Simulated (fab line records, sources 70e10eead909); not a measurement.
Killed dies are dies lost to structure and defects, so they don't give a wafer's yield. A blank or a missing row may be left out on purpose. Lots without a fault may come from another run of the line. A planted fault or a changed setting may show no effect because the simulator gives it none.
A struck lot beside a sound one | flow nand_harc | 14 steps out of a route of 1159
Sound: wafers L905.2, L905.4, L905.5. Struck: wafers L907.2, L907.5, L907.6. The cause comes at the end.
At each step with rows: each side's tool, then ch and its chambers, then its first start. Under that, the readings that differ: sound wafers | struck wafers | difference of the means | sigmas: that difference in standard deviations of wafers without a fault.
alike: readings whose means differ by less than 2 such deviations, and words and numbers that are the same on both sides. not compared: withheld readings, readings that some wafer has no value for, bounds like >300 that may hide the same value, and numbers for which the record gives no deviation and whose values overlap.
The two part at a step that has a row with sigmas, a row that says differs or no value, or rows on one side only. Numbers that don't overlap but have no deviation are shown without sigmas and don't part them. A reading that every wafer of one side lacks parts them only if that side has two wafers or more.

NHARC_P_M1_CMP_23: polishes, t overpolish 20 s, target thk 157.82 nm.
  sound on cmp-03 ch 0,1,3, day 8 08:40; struck on cmp-01 ch 0,1,3, day 9 17:01
  reading                | sound    | struck   | difference | sigmas
  time_to_endpoint_s (s) | 34 31 34 | 24 24 22 | -10        | -3
  alike: motor_current_A
NHARC_P_M1_THK_MEAS_24: measures by xrf.
  sound on film_metro-01, day 8 08:57; struck on film_metro-01, day 9 17:14
  alike: thk_nm
then, 1 step without rows for these wafers: NHARC_P_M1_SRD_25.
NHARC_P_M1_INSPECT_27:
  sound on defect_inspect-02, day 8 09:07; struck on defect_inspect-01, day 9 17:24
  alike: raw_defect_count
NHARC_P_M1_PRE_CLEAN_32: time 12 s.
  sound on pecvd-04 ch 0,1, day 8 09:11; struck on pecvd-04 ch 0,1,2, day 9 17:29
  alike: heater_power_w
NHARC_P_M1_DEP_33: deposits SiCN, target thk 30 nm.
  sound on pecvd-04 ch 0,1, day 8 09:16; struck on pecvd-04 ch 0,1,2, day 9 17:35
  alike: heater_power_w
then, 5 steps without rows for these wafers: NHARC_P_M2_DEP_00 (deposits SiOC, target thk 182.5 nm); NHARC_P_M2_DEHYDRATE_01 (time 120 s); NHARC_P_M2_HMDS_02 (time 30 s); NHARC_P_M2_COAT_34 (time 65 s); NHARC_P_M2_COAT_03 (resist thk 90 nm).
NHARC_P_M2_SOFTBAKE_04: time 55 s.
  sound on litho_track-01 ch 0, day 8 10:00; struck on litho_track-01 ch 0, day 9 18:00
  reading                  | sound                | struck               | difference | sigmas
  heater_power_total_W (W) | 188.36 188.33 188.38 | 212.48 212.49 212.86 | +24.25     | +99 or more
then, 1 step without rows for these wafers: NHARC_P_M2_EBR_05.
-- the record jumps here: 13 days lie between the struck wafers' starts before and after (it left off in module P_M2 and takes up again in module END, whose first step shown is number 1159 of the route) --
NHARC_END_SORT_01:
  sound on prober-02 ch 0, day 21 18:19; struck on prober-02 ch 0, day 22 17:37
  alike: defect_limited_yield, killed_at_array, killed_at_other, killed_at_periphery, killed_dies, killed_open, killed_short, sort_bin_2_pct, sort_bin_3_pct, sort_bin_4_pct, sort_n_pass, sort_rim_yield_pct, sort_yield_pct

WHERE THEY PART
First at NHARC_P_M1_CMP_23; last, within this record, at NHARC_P_M2_SOFTBAKE_04. Later steps at which nothing parts them and some readings are alike: NHARC_END_SORT_01.

WHY: what the simulator had put in
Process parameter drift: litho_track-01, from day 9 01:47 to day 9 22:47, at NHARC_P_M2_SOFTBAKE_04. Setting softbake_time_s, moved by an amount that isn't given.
